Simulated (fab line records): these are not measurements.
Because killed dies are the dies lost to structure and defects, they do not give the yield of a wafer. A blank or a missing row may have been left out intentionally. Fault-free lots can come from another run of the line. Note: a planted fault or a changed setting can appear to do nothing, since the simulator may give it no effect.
fab line records	flow n5Finfet
record: lots: 7	wafers: 39
route steps=1938 shown DUMMY_GATE@243 GATE_CUT@490 MOL_CONTACT_COAG@610 BEOL_M0_CUTY@711 BEOL_M6@1239
startH: the number of hours between the record's first day and the start of the first shown wafer of the lot	waitH: time in hours since the lot's previous step	" as in the row above	L1.1+2: a single row standing in for several wafers	- either no value or no given start	* or withheld: withheld	< > ~ a bound
route shown NAME@n: a module of which the file shows steps, and the number in the route of the first	usual: mean and standard deviation over wafers with no fault	same: alike in all rows	chamber/n: place in a boat	sites: the reading at each site	_std_site: the standard deviation of these	_edge_site: the outer-site mean with the inner-site mean subtracted	radiusMm: how far each site lies from the wafer's centre	mask NAME#n: copy n	behind: the last tool/chamber to shape the wafer	hold: the reason the lot was held/the length of the hold in hours/how it ended	device: transistor that didn't switch, given as n, p or np	end of line: the same wafers' tests at the end of the route	a step given without rows: its recipe and nothing more	killed: dies lost to structure and defects at the first sort, not the wafer's yield	map: shows each die of a wafer: x if killed, . if not, _ if none is there
set.NAME: the setting the step ran with; set.NAME@STEP: the setting that earlier step ran with	model.NAME: the simulator's own value behind a step, which no gauge read
one table per step and one row per wafer, for lots whose settings were changed on purpose
== steps ==
step: N5_DUMMY_GATE_ETCH_31
recipe: chemistry: C4F6/O2	target: SiO2	maskMaterial: SOC	targetDepthA: 825	timeS: 27.5	ionEnergyEv: 250	pressureMtorr: 30	sourceW: 345	biasW: 185	Ar_flow_sccm: 300	C4F6_flow_sccm: 10	O2_flow_sccm: 10
lot.wafer	tool	chamber	startH	waitH	set.targetDepthA	model.etch.depthNm	model.SOC_of_DUMMY_GATE_COAT_34.thkNm
L082.1	rieDiel-02	3	100.64	0.4	825	81.08	51.6
L082.2	"	2	"	"	825	82.26	51.4
L082.3	"	1	"	"	1107	114.2	48.8
L082.4	"	3	"	"	1107	109.3	49
L082.5	"	1	"	"	825	84.86	51.6
L082.6	"	2	"	"	1107	110.9	48.4
L083.1	rieDiel-03	2	102.45	0.0	825	85.24	51.6
L083.2	"	3	"	"	1258	124.1	47.4
L083.3	"	0	"	"	825	85.2	51.6
L083.4	"	1	"	"	1258	125.6	47.2
L083.5	"	2	"	"	1258	129.9	47.2
L083.6	"	3	"	"	825	80.68	51.8
L087.1	rieDiel-06	3	126.10	0.0	825	77.77	52.4
L087.2	"	0	"	"	651.1	65.88	53.4
L087.3	"	1	"	"	825	81.28	51.8
L087.4	"	2	"	"	651.1	67.11	53.4
L087.5	"	3	"	"	651.1	61.76	54
L087.6	"	2	"	"	825	85.01	51.8
L090.1	rieDiel-06	2	143.50	0.2	825	84.48	51.6
L090.4	"	0	"	"	825	82.24	51.4
L090.5	"	2	"	"	825	83.7	51.8
L091.1	rieDiel-06	3	150.65	0.0	479.5	46.03	55.6
L091.2	"	1	"	"	825	81.03	52
L091.3	"	2	"	"	479.5	49.19	55.2
L091.4	"	0	"	"	825	82.31	51.6
L091.5	"	2	"	"	479.5	49.05	55.2
L091.6	"	1	"	"	825	80.92	51.8
L093.1	rieDiel-06	2	161.53	0.0	1304	134.1	47
L093.2	"	1	"	"	1304	129.2	47
L093.3	"	0	"	"	825	82.33	51.6
L093.4	"	3	"	"	825	78.09	52.2
L093.5	"	2	"	"	825	84.29	51.6
L093.6	"	1	"	"	1304	128.5	47
L095.1	rieDiel-06	0	171.65	0.0	825	82.53	51.8
L095.2	"	1	"	"	825	81.51	51.6
L095.3	"	2	"	"	1038	106.4	49.4
L095.4	"	3	"	"	1038	98.31	50.2
L095.5	"	2	"	"	825	84.71	51.6
L095.6	"	3	"	"	1038	98.26	50.2
step: N5_GATE_CUT_DESCUM_18
recipe: chemistry: O2	timeS: 7	sourcePowerW: 50	biasPowerW: 20	pressureMtorr: 20	rfFrequencyHz: 2.712e+07	tempC: 40	resist: CAR-EUV	o2FlowSccm: 225
lot.wafer	tool	chamber	startH	waitH	set.timeS	model.CAR-EUV_of_GATE_CUT_COAT_07.thkNm
L082.1+2+3+4+5+6	rieDiel-03	0,2,3,1,3,0	140.35	0.0	7	26
L083.1+3+5+6	rieDiel-02	1,2,2,1	143.29	0.2	7	26
L083.2+4	"	0	"	"	7	26.2
L087.1+4	rieDiel-03	3,1	165.29	0.5	8.549	25.4
L087.2+3+5	"	2,0,1	"	"	7	26
L087.6	"	2	"	"	8.549	25.2
L090.1+4+5	rieDiel-03	3,2,0	178.64	0.0	7	26
L091.1	rieDiel-02	0	185.98	0.1	5.64	26.8
L091.2+5	"	2,3	"	"	5.64	26.6
L091.3+4+6	"	3,1,2	"	"	7	26
L093.1+4	rieDiel-03	0,1	198.12	0.0	7	26.2
L093.2	"	3	"	"	3.911	27.8
L093.3	"	2	"	"	7	26
L093.5+6	"	3,0	"	"	3.911	27.6
L095.1	rieDiel-06	2	209.66	0.0	7	26
L095.2+3	"	3,1	"	"	7	26.2
L095.4+6	"	0	"	"	8.783	25.2
L095.5	"	3	"	"	8.783	25.4
step: N5_GATE_CUT_ETCH_28
recipe: chemistry: N2/H2	target: underlayer	targetDepthA: 130	maskMaterial: CAR-EUV	timeS: 10.4	ionEnergyEv: 200	pressureMtorr: 30	sourceW: 840	biasW: 150	n2FlowSccm: 200	h2FlowSccm: 200	ends: cleared
lot.wafer	tool	chamber	startH	waitH	set.timeS@GATE_CUT_DESCUM_18	model.CAR-EUV_of_GATE_CUT_COAT_07.thkNm
L082.1+3+5+6	rieDiel-03	0,3,3,0	140.39	0.0	7	14.6
L082.2	"	2	"	"	7	14.2
L082.4	"	1	"	"	7	14.8
L083.1+3+6	rieDiel-02	1,2,1	143.32	0.0	7	14.6
L083.2+4	"	0	"	"	7	15
L083.5	"	2	"	"	7	14.4
L087.1+4	rieDiel-03	3,1	165.32	0.0	8.549	14
L087.2	"	2	"	"	7	14.2
L087.3+5	"	0,1	"	"	7	14.6
L087.6	"	2	"	"	8.549	13.2
L090.1+5	rieDiel-03	3,0	178.67	0.0	7	14.6
L090.4	"	2	"	"	7	14.2
L091.1	rieDiel-02	0	186.02	0.0	5.64	15.6
L091.2	"	2	"	"	5.64	15.2
L091.3	"	3	"	"	7	14.2
L091.4	"	1	"	"	7	14.6
L091.5	"	3	"	"	5.64	15
L091.6	"	2	"	"	7	14.4
L093.1+4	rieDiel-03	0,1	198.16	0.0	7	14.8
L093.2	"	3	"	"	3.911	16.4
L093.3	"	2	"	"	7	14.2
L093.5+6	"	3,0	"	"	3.911	16.2
L095.1+2	rieDiel-06	2,3	209.70	0.0	7	14.4
L095.3	"	1	"	"	7	15
L095.4+6	"	0	"	"	8.783	13.6
L095.5	"	3	"	"	8.783	13.8
step: N5_GATE_CUT_ETCH_36
recipe: chemistry: CF4	target: SiARC	targetDepthA: 130	maskMaterial: CAR-EUV	timeS: 21.7	ionEnergyEv: 80	pressureMtorr: 40	sourceW: 545	biasW: 36	Ar_flow_sccm: 100	cf4FlowSccm: 100	ends: cleared
lot.wafer	tool	chamber	startH	waitH	set.timeS@GATE_CUT_DESCUM_18	model.CAR-EUV_of_GATE_CUT_COAT_07.thkNm
L082.1+3+4+5+6	rieDiel-03	0,3,1,3,0	140.41	0.0	7	7
L082.2	"	2	"	"	7	6.6
L083.1+6	rieDiel-02	1	143.34	0.0	7	7
L083.2	"	0	"	"	7	7.2
L083.3+5	"	2	"	"	7	6.8
L083.4	"	0	"	"	7	7.4
L087.1+4	rieDiel-03	3,1	165.34	0.0	8.549	6.2
L087.2	"	2	"	"	7	6.6
L087.3	"	0	"	"	7	6.8
L087.5	"	1	"	"	7	7
L087.6	"	2	"	"	8.549	5.6
L090.1+5	rieDiel-03	3,0	178.69	0.0	7	7
L090.4	"	2	"	"	7	6.4
L091.1	rieDiel-02	0	186.04	0.0	5.64	8
L091.2	"	2	"	"	5.64	7.6
L091.3	"	3	"	"	7	6.6
L091.4	"	1	"	"	7	7
L091.5	"	3	"	"	5.64	7.4
L091.6	"	2	"	"	7	6.8
L093.1+4	rieDiel-03	0,1	198.18	0.0	7	7
L093.2	"	3	"	"	3.911	8.8
L093.3	"	2	"	"	7	6.6
L093.5+6	"	3,0	"	"	3.911	8.6
L095.1+2	rieDiel-06	2,3	209.72	0.0	7	6.8
L095.3	"	1	"	"	7	7.2
L095.4+5+6	"	0,3,0	"	"	8.783	6
step: N5_MOL_CONTACT_COAG_ETCH_67
recipe: chemistry: N2/H2	target: SOC	targetDepthA: 600	overetchA: 210	maskMaterial: SiARC	tempC: 40	timeS: 101.2	ionEnergyEv: 200	pressureMtorr: 30	sourceW: 840	biasW: 150	n2FlowSccm: 200	h2FlowSccm: 200
lot.wafer	tool	chamber	startH	waitH	set.targetDepthA	model.SiARC_of_MOL_CONTACT_COAG_COAT_63.thkNm
L082.1	rieDiel-05	0	157.22	0.0	600	5.6
L082.2+4+5	"	2,3,2	"	"	303.8	7.4
L082.3+6	"	1	"	"	600	6
L083.1	rieDiel-01	2	160.65	0.0	600	6.2
L083.2	"	3	"	"	381.7	7
L083.3	"	0	"	"	381.7	6.8
L083.4+6	"	1	"	"	600	6
L083.5	"	2	"	"	381.7	7.2
L087.1+5+6	rieDiel-04	3,1,3	181.90	0.0	600	5.8
L087.2+3+4	"	1,2,2	"	"	489.2	6.4
L090.1	rieDiel-05	1	195.24	0.0	600	6
L090.4+5	"	2	"	"	600	5.6
L091.1	rieDiel-05	1	201.58	0.0	830.8	4.8
L091.2+4	"	0,2	"	"	830.8	4.6
L091.3+5	"	3,2	"	"	600	5.8
L091.6	"	3	"	"	600	6
L093.1+5	rieDiel-01	1	216.52	0.0	600	6
L093.2	"	3	"	"	600	5.8
L093.3+4+6	"	0,0,3	"	"	600	5.6
L095.1+4	rieDiel-01	0,3	231.04	0.0	437	6.6
L095.2+3	"	1,2	"	"	600	6
L095.5	"	3	"	"	600	5.6
L095.6	"	2	"	"	437	6.8
step: N5_BEOL_M0_CUTY_DESCUM_61
recipe: chemistry: O2	timeS: 7.9	sourcePowerW: 50	biasPowerW: 20	pressureMtorr: 20	rfFrequencyHz: 2.712e+07	tempC: 40	resist: CAR-ArF-block	o2FlowSccm: 225
lot.wafer	tool	chamber	startH	waitH	set.timeS	model.CAR-ArF-block_of_BEOL_M0_CUTY_COAT_51.thkNm
L082.1	rieDiel-05	2	168.70	0.0	7.9	143.8
L082.2+3+4+6	"	3,0,1,0	"	"	7.9	144.2
L082.5	"	3	"	"	7.9	144
L083.1+5+6	rieDiel-01	2,1,0	176.49	0.0	7.9	143
L083.2	"	3	"	"	4.805	144.8
L083.3	"	0	"	"	4.805	145
L083.4	"	1	"	"	4.805	144.6
L087.1	rieDiel-01	1	194.19	0.0	7.9	143
L087.2+4+6	"	2,3,2	"	"	7.9	143.4
L087.3+5	"	0,3	"	"	7.9	143.2
L090.1+4+5	rieDiel-04	3,2,3	207.88	0.0	7.9	143
L091.1	rieDiel-01	0	213.69	0.3	7.9	144.4
L091.2	"	1	"	"	7.9	144
L091.3+4+6	"	3,3,1	"	"	7.9	143.6
L091.5	"	0	"	"	7.9	144.2
L093.1	rieDiel-01	0	230.66	0.2	11.18	141.8
L093.2+5	"	2,3	"	"	7.9	143.6
L093.3	"	1	"	"	11.18	141.6
L093.4	"	3	"	"	7.9	143.8
L093.6	"	2	"	"	11.18	142
L095.1+5	rieDiel-01	2	244.81	0.0	7.9	143.8
L095.2	"	0	"	"	7.9	143.6
L095.3+4	"	1,3	"	"	7.9	144.2
L095.6	"	3	"	"	7.9	143.4
step: N5_BEOL_M6_TRENCH_ETCH_37
recipe: chemistry: C4F6/O2	targetDepthA: 944.35	target: SiCOH_lowk	timeS: 31.5	ionEnergyEv: 250	pressureMtorr: 30	sourceW: 345	biasW: 185	Ar_flow_sccm: 300	C4F6_flow_sccm: 10	O2_flow_sccm: 10
lot.wafer	tool	chamber	startH	waitH	set.targetDepthA	model.BEOL_M6.featureDepthNm	model.etch.depthNm	model.TiN_of_BEOL_M6_HM_DEP_02.thkNm
L082.1	rieDiel-01	2	-	-	1366	134.8	134.8	16.6
L082.2	"	3	"	"	944.35	96.2	96.26	17.4
L082.3	"	0	"	"	944.35	94.6	94.61	17.8
L082.4	"	1	"	"	944.35	93.2	93.13	17.6
L082.5	"	0	"	"	1366	136.6	136.5	16.4
L082.6	"	1	"	"	1366	133.8	133.8	16.4
L083.1	rieDiel-05	0	-	-	944.35	95.4	95.49	16.6
L083.2	"	3	"	"	944.35	94.8	94.88	17
L083.3	"	2	"	"	739.7	75.2	75.16	17.4
L083.4	"	1	"	"	739.7	69.8	69.8	17.2
L083.5	"	0	"	"	944.35	94.4	94.41	17
L083.6	"	3	"	"	739.7	74.4	74.37	17.4
L087.1	rieDiel-01	1	-	-	543	54.6	54.62	18.4
L087.2	"	0	"	"	944.35	95.8	95.75	17.2
L087.3	"	2	"	"	944.35	92.8	92.71	17.2
L087.4	"	3	"	"	543	55.4	55.49	18.4
L087.5	"	2	"	"	543	53.8	53.84	18.2
L087.6	"	1	"	"	944.35	94.4	94.41	17
L090.1	rieDiel-05	3	-	-	944.35	94	94.05	17
L090.4	"	0	"	"	944.35	94.6	94.62	17.2
L090.5	"	3	"	"	944.35	93.6	93.51	17.2
L091.1	rieDiel-05	1	-	-	944.35	88.2	88.13	17.4
L091.2	"	0	"	"	944.35	94.6	94.5	17.6
L091.3	"	3	"	"	944.35	93	92.95	17.2
L091.4	"	2	"	"	944.35	95	95.05	16.8
L091.5	"	3	"	"	944.35	93.4	93.46	16.8
L091.6	"	2	"	"	944.35	95.4	95.31	17.2
L093.1	rieDiel-05	2	-	-	944.35	94.8	94.76	17.6
L093.2	"	3	"	"	944.35	95	95.05	18
L093.3	"	0	"	"	1171	115.6	115.5	17
L093.4	"	1	"	"	944.35	89.4	89.4	18
L093.5	"	3	"	"	1171	116.6	116.6	17.4
L093.6	"	2	"	"	1171	119	119.1	17.2
L095.1	rieDiel-04	0	-	-	944.35	93.6	93.6	17.6
L095.2	"	3	"	"	944.35	95	95.04	17
L095.3	"	1	"	"	944.35	92.8	92.85	17.2
L095.4	"	1	"	"	944.35	92.8	92.79	17.2
L095.5	"	3	"	"	944.35	95	95.05	17
L095.6	"	0	"	"	944.35	94	94.01	17.4
step: N5_BEOL_M6_ETCH_41
recipe: chemistry: CH3F/O2	target: SiCN	targetDepthA: 297	taperDeg: 2	timeS: 52	ionEnergyEv: 120	maskMaterial: TiN	pressureMtorr: 30	sourceW: 395	biasW: 75	Ar_flow_sccm: 150	CH3F_flow_sccm: 30	O2_flow_sccm: 20
step: N5_BEOL_M6_STRIP_80
recipe: chemistry: N2/H2	timeS: 10	powerW: 450	tempC: 40	pressureMtorr: 20	rfFrequencyHz: 6e+07	biasPowerW: 7	n2FlowSccm: 200	h2FlowSccm: 200
step: N5_BEOL_M6_OCD_MEAS_38
usual: trenchDepthNm: 93.6/1.9
lot.wafer	tool	chamber	startH	waitH	set.targetDepthA@BEOL_M6_TRENCH_ETCH_37	trenchDepthNm
L082.1	ocd-01	-	230.23	-	1366	134.8
L082.2	"	-	"	"	944.35	96.0
L082.3	"	-	"	"	944.35	94.8
L082.4	"	-	"	"	944.35	93.1
L082.5	"	-	"	"	1366	136.2
L082.6	"	-	"	"	1366	134.0
L083.1	ocd-01	-	234.84	-	944.35	95.3
L083.2	"	-	"	"	944.35	95.0
L083.3	"	-	"	"	739.7	74.7
L083.4	"	-	"	"	739.7	69.0
L083.5	"	-	"	"	944.35	94.3
L083.6	"	-	"	"	739.7	74.4
L087.1	ocd-02	-	260.57	-	543	55.1
L087.2	"	-	"	"	944.35	95.4
L087.3	"	-	"	"	944.35	92.7
L087.4	"	-	"	"	543	55.6
L087.5	"	-	"	"	543	53.7
L087.6	"	-	"	"	944.35	94.0
L090.1	ocd-02	-	278.90	-	944.35	93.5
L090.4	"	-	"	"	944.35	94.5
L090.5	"	-	"	"	944.35	93.8
L091.1	ocd-02	-	279.36	-	944.35	-
L091.2	"	-	"	"	944.35	94.7
L091.3	"	-	"	"	944.35	-
L091.4	"	-	"	"	944.35	94.6
L091.5	"	-	"	"	944.35	-
L091.6	"	-	"	"	944.35	95.4
L093.1	ocd-01	-	298.90	-	944.35	95.0
L093.2	"	-	"	"	944.35	95.0
L093.3	"	-	"	"	1171	115.7
L093.4	"	-	"	"	944.35	89.5
L093.5	"	-	"	"	1171	116.2
L093.6	"	-	"	"	1171	119.2
L095.1	ocd-01	-	321.25	-	944.35	93.8
L095.2	"	-	"	"	944.35	95.0
L095.3	"	-	"	"	944.35	92.8
L095.4	"	-	"	"	944.35	92.7
L095.5	"	-	"	"	944.35	95.5
L095.6	"	-	"	"	944.35	94.7
step: N5_BEOL_M6_HM_STRIP_39
recipe: chemistry: peroxideTinStrip	material: TiN	targetDepthA: 250	tempC: 50	timeS: 158
step: N5_BEOL_M6_SRD_40
recipe: timeS: 30	tempC: 23	rinseLiquid: diw	dry: ipaMarangoni
step: N5_BEOL_M6_ECD_50
recipe: material: Cu	targetThkA: 3000
step: N5_BEOL_M6_ANNEAL_51
recipe: tempC: 225	timeS: 90	ambient: N2
step: N5_BEOL_M6_CMP_52
recipe: stopOn: SiCOH_lowk	tOverpolishS: 6.9	downForcePsi: 1	platenRpm: 50	clearingPlatenDownForcePsi: 1.5	clearingPlatenRpm: 50	postCmpClean: cuAlkaline	targetThkNm: 80	clearingPlatenPadVelocityMS: 0.99484	padVelocityMS: 0.99484
lot.wafer	tool	chamber	startH	waitH	set.targetDepthA@BEOL_M6_TRENCH_ETCH_37	model.Cu_of_BEOL_M6_ECD_50.thkNm
L082.1	cmp-02	0	233.23	0.4	1366	120.2
L082.4	"	1	"	"	944.35	79.2
L082.3	"	2	"	"	944.35	79.8
L082.2	"	3	"	"	944.35	79
L082.5	"	0	"	"	1366	122.4
L082.6	"	1	"	"	1366	120.4
L083.1	cmp-02	3	238.76	0.3	944.35	80.6
L083.2	"	0	"	"	944.35	81.2
L083.4	"	1	"	"	739.7	57
L083.3	"	2	"	"	739.7	60.6
L083.6	"	3	"	"	739.7	60.2
L083.5	"	0	"	"	944.35	81
L087.2	cmp-01	1	263.24	0.2	944.35	81.2
L087.3	"	2	"	"	944.35	76.4
L087.1	"	3	"	"	543	41.2
L087.4	"	0	"	"	543	38.6
L087.5	"	1	"	"	543	38.8
L087.6	"	2	"	"	944.35	78.2
L090.4	cmp-02	0	281.88	0.2	944.35	80
L090.1	"	3	"	"	944.35	78.2
L090.5	"	0	"	"	944.35	78.6
L091.1	cmp-03	0	282.75	0.3	944.35	74.8
L091.2+4	"	1,3	"	"	944.35	79.2
L091.3	"	2	"	"	944.35	76.6
L091.5	"	0	"	"	944.35	79
L091.6	"	1	"	"	944.35	80.6
L093.3	cmp-03	1	302.36	0.2	1171	101.2
L093.2+1	"	2,3	"	"	944.35	80
L093.4	"	0	"	"	944.35	76
L093.5	"	1	"	"	1171	102.6
L093.6	"	2	"	"	1171	103.4
L095.1	cmp-03	3	323.86	0.3	944.35	77.2
L095.3+6	"	0,3	"	"	944.35	79
L095.4	"	1	"	"	944.35	77.6
L095.2	"	2	"	"	944.35	77.8
L095.5	"	0	"	"	944.35	80
step: N5_BEOL_M6_THK_MEAS_53
recipe: thkMeasGauge: xrf	reads: Cu_of_BEOL_M6_ECD_50
usual: M6_THK: 80.0/2.4
lot.wafer	tool	chamber	startH	waitH	set.targetDepthA@BEOL_M6_TRENCH_ETCH_37	M6_THK[nm]
L082.1	filmMetro-01	-	233.53	-	1366	121.3
L082.2	"	-	"	"	944.35	79.5
L082.3	"	-	"	"	944.35	80.1
L082.4	"	-	"	"	944.35	79.7
L082.5	"	-	"	"	1366	123.2
L082.6	"	-	"	"	1366	120.8
L083.1	filmMetro-01	-	239.06	-	944.35	82.2
L083.2	"	-	"	"	944.35	82.5
L083.3	"	-	"	"	739.7	61.6
L083.4	"	-	"	"	739.7	57.9
L083.5	"	-	"	"	944.35	82.4
L083.6	"	-	"	"	739.7	61.3
L087.1	filmMetro-01	-	263.53	-	543	41.4
L087.2	"	-	"	"	944.35	81.5
L087.3	"	-	"	"	944.35	76.9
L087.4	"	-	"	"	543	38.9
L087.5	"	-	"	"	543	39.0
L087.6	"	-	"	"	944.35	78.5
L090.1	filmMetro-01	-	282.17	-	944.35	78.5
L090.4	"	-	"	"	944.35	80.6
L090.5	"	-	"	"	944.35	79.0
L091.1	filmMetro-01	-	283.05	-	944.35	-
L091.2	"	-	"	"	944.35	80.1
L091.3	"	-	"	"	944.35	-
L091.4	"	-	"	"	944.35	79.9
L091.5	"	-	"	"	944.35	-
L091.6	"	-	"	"	944.35	81.3
L093.1	filmMetro-01	-	302.65	-	944.35	80.8
L093.2	"	-	"	"	944.35	80.7
L093.3	"	-	"	"	1171	101.9
L093.4	"	-	"	"	944.35	76.7
L093.5	"	-	"	"	1171	104.0
L093.6	"	-	"	"	1171	104.6
L095.1	filmMetro-01	-	324.16	-	944.35	77.0
L095.2	"	-	"	"	944.35	77.5
L095.3	"	-	"	"	944.35	78.6
L095.4	"	-	"	"	944.35	76.9
L095.5	"	-	"	"	944.35	79.4
L095.6	"	-	"	"	944.35	78.5
step: N5_BEOL_M6_PRE_CLEAN_55
recipe: gas: NH3	timeS: 15	tempC: withheld	rfPowerW: 300
step: N5_BEOL_M6_DEP_56
recipe: material: SiCN	targetThkA: 100	tempC: withheld	precursor: 3MS/NH3	pressureTorr: 3	rfW: 202	timeS: 17.5
step: N5_BEOL_M6_RS_MEAS_57
recipe: thkMeasGauge: four-point-probe	reads: Cu_of_BEOL_M6_ECD_50+Co_of_BEOL_M6_CVD_78+TaN_of_BEOL_M6_ALD_77
usual: M6_RS: 0.289/0.0097
lot.wafer	tool	chamber	startH	waitH	set.targetDepthA@BEOL_M6_TRENCH_ETCH_37	M6_RS[ohm/sq]
L082.1	filmMetro-01	-	233.69	0.1	1366	0.179
L082.2	"	-	"	"	944.35	0.290
L082.3	"	-	"	"	944.35	0.287
L082.4	"	-	"	"	944.35	0.289
L082.5	"	-	"	"	1366	0.176
L082.6	"	-	"	"	1366	0.179
L083.1	filmMetro-01	-	239.19	0.1	944.35	0.283
L083.2	"	-	"	"	944.35	0.281
L083.3	"	-	"	"	739.7	0.398
L083.4	"	-	"	"	739.7	0.429
L083.5	"	-	"	"	944.35	0.281
L083.6	"	-	"	"	739.7	0.403
L087.1	filmMetro-01	-	263.66	0.1	543	0.647
L087.2	"	-	"	"	944.35	0.281
L087.3	"	-	"	"	944.35	0.302
L087.4	"	-	"	"	543	0.705
L087.5	"	-	"	"	543	0.699
L087.6	"	-	"	"	944.35	0.293
L090.1	filmMetro-01	-	282.30	0.1	944.35	0.294
L090.4	"	-	"	"	944.35	0.285
L090.5	"	-	"	"	944.35	0.292
L091.1	filmMetro-01	-	283.18	0.1	944.35	-
L091.2	"	-	"	"	944.35	0.288
L091.3	"	-	"	"	944.35	-
L091.4	"	-	"	"	944.35	0.289
L091.5	"	-	"	"	944.35	-
L091.6	"	-	"	"	944.35	0.283
L093.1	filmMetro-01	-	302.78	0.1	944.35	0.287
L093.2	"	-	"	"	944.35	0.286
L093.3	"	-	"	"	1171	0.218
L093.4	"	-	"	"	944.35	0.303
L093.5	"	-	"	"	1171	0.214
L093.6	"	-	"	"	1171	0.212
L095.1	filmMetro-01	-	324.29	0.1	944.35	0.298
L095.2	"	-	"	"	944.35	0.295
L095.3	"	-	"	"	944.35	0.290
L095.4	"	-	"	"	944.35	0.296
L095.5	"	-	"	"	944.35	0.286
L095.6	"	-	"	"	944.35	0.290
== key ==
split: step: N5_DUMMY_GATE_ETCH_31	setting: targetDepthA	stated: 825	by: wafer
response: step: N5_DUMMY_GATE_ETCH_31	reading: model.etch.depthNm	change: +0.815	per: 1%	r: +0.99
response: step: N5_DUMMY_GATE_ETCH_31	reading: model.SOC_of_DUMMY_GATE_COAT_34.thkNm	change: -0.0819	per: 1%	r: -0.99
split: step: N5_GATE_CUT_DESCUM_18	setting: timeS	stated: 7	by: wafer
response: step: N5_GATE_CUT_DESCUM_18	reading: model.CAR-EUV_of_GATE_CUT_COAT_07.thkNm	change: -0.0339	per: 1%	r: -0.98
response: step: N5_GATE_CUT_ETCH_28	reading: model.CAR-EUV_of_GATE_CUT_COAT_07.thkNm	change: -0.0376	per: 1%	r: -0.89
response: step: N5_GATE_CUT_ETCH_36	reading: model.CAR-EUV_of_GATE_CUT_COAT_07.thkNm	change: -0.0398	per: 1%	r: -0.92
split: step: N5_MOL_CONTACT_COAG_ETCH_67	setting: targetDepthA	stated: 600	by: wafer
response: step: N5_MOL_CONTACT_COAG_ETCH_67	reading: model.SiARC_of_MOL_CONTACT_COAG_COAT_63.thkNm	change: -0.0298	per: 1%	r: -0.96
split: step: N5_BEOL_M0_CUTY_DESCUM_61	setting: timeS	stated: 7.9	by: wafer
response: step: N5_BEOL_M0_CUTY_DESCUM_61	reading: model.CAR-ArF-block_of_BEOL_M0_CUTY_COAT_51.thkNm	change: -0.0454	per: 1%	r: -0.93
split: step: N5_BEOL_M6_TRENCH_ETCH_37	setting: targetDepthA	stated: 944.35	by: wafer
response: step: N5_BEOL_M6_TRENCH_ETCH_37	reading: model.BEOL_M6.featureDepthNm	change: +0.937	per: 1%	r: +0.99
response: step: N5_BEOL_M6_TRENCH_ETCH_37	reading: model.etch.depthNm	change: +0.936	per: 1%	r: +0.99
response: step: N5_BEOL_M6_TRENCH_ETCH_37	reading: model.TiN_of_BEOL_M6_HM_DEP_02.thkNm	change: -0.0264	per: 1%	r: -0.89
response: step: N5_BEOL_M6_OCD_MEAS_38	reading: trenchDepthNm	change: +0.934	per: 1%	r: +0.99
response: step: N5_BEOL_M6_CMP_52	reading: model.Cu_of_BEOL_M6_ECD_50.thkNm	change: +0.941	per: 1%	r: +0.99
response: step: N5_BEOL_M6_THK_MEAS_53	reading: M6_THK	change: +0.949	per: 1%	r: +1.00
response: step: N5_BEOL_M6_RS_MEAS_57	reading: M6_RS	change: -0.00541	per: 1%	r: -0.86
